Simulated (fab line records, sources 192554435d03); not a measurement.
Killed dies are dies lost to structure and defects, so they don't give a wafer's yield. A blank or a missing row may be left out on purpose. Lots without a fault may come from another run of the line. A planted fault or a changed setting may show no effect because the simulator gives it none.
Chamber matching | flow n5_finfet | N5_HKMG_FIN_ETCH_67 on rie_diel-04: 4 sister chambers
The step etches SOC in N2/H2, stops on TiN, target depth 388.9 nm. 16 wafers are shown with their chamber, then 8 later ones without.

WAFERS WITH THEIR CHAMBER
wafer  | chamber | showerhead_plenum_p_Torr (Torr) | throttle_valve_pct (%) | drypump_motor_current_A (A)
L074.1 | 3       | 2.46                            | 18.00                  | 5.0
L074.2 | 0       | 2.73                            | 17.82                  | 5.6
L074.4 | 3       | 2.46                            | 18.02                  | 5.1
L076.1 | 1       | 2.49                            | 17.64                  | 5.8
L076.2 | 2       | 2.68                            | 17.42                  | 5.1
L076.4 | 0       | 2.73                            | 17.82                  | 5.5
L079.1 | 1       | 2.49                            | 17.67                  | 5.8
L079.2 | 0       | 2.72                            | 17.84                  | 5.5
L079.6 | 2       | 2.67                            | 17.44                  | 5.1
L080.1 | 2       | 2.67                            | 17.43                  | 5.1
L080.2 | 3       | 2.45                            | 18.04                  | 5.0
L080.4 | 0       | 2.72                            | 17.85                  | 5.5
L082.1 | 3       | 2.45                            | 18.03                  | 5.0
L082.2 | 0       | 2.72                            | 17.85                  | 5.5
L082.6 | 3       | 2.45                            | 18.04                  | 5.0
L085.1 | 0       | 2.72                            | 17.87                  | 5.6

SIGNATURES (means of the wafers above)
reading                  | chamber 0 | chamber 1 | chamber 2 | chamber 3 | scatter within a chamber
showerhead_plenum_p_Torr | 2.7233    | 2.4900    | 2.6733    | 2.4540    | 0.00516
throttle_valve_pct       | 17.8417   | 17.6550   | 17.4300   | 18.0260   | 0.0174
drypump_motor_current_A  | 5.533     | 5.800     | 5.100     | 5.020     | 0.0422
Rule: a wafer's distance from a chamber is the root of the sum, over the readings, of the square of ((its reading less the chamber's mean) divided by the reading's scatter). The wafer belongs to the nearest chamber; if the next one is less than 2 further off, it can't be placed. The scatter: the root of (the sum of the squares of (reading less its chamber's mean) over the shown wafers, divided by (wafers less chambers)).

WAFERS WITHOUT THEIR CHAMBER
wafer  | showerhead_plenum_p_Torr (Torr) | throttle_valve_pct (%) | drypump_motor_current_A (A)
L085.3 | 2.48                            | 17.68                  | 5.8
L085.5 | 2.48                            | 17.69                  | 5.9
L086.1 | 2.45                            | 18.04                  | 5.1
L086.4 | 2.72                            | 17.89                  | 5.5
L086.5 | 2.45                            | 18.07                  | 5.0
L089.3 | 2.71                            | 17.89                  | 5.6
L089.4 | 2.66                            | 17.47                  | 5.1
L089.6 | 2.45                            | 18.06                  | 5.1

WHICH CHAMBER EACH WENT THROUGH
wafer  | from the rows above | in truth
L085.3 | 1                   | 1
L085.5 | 1                   | 1
L086.1 | 3                   | 3
L086.4 | 0                   | 0
L086.5 | 3                   | 3
L089.3 | 0                   | 0
L089.4 | 2                   | 2
L089.6 | 3                   | 3
Placed correctly: 8 of 8. Can't be placed from these rows: 0. Placed wrongly: 0.
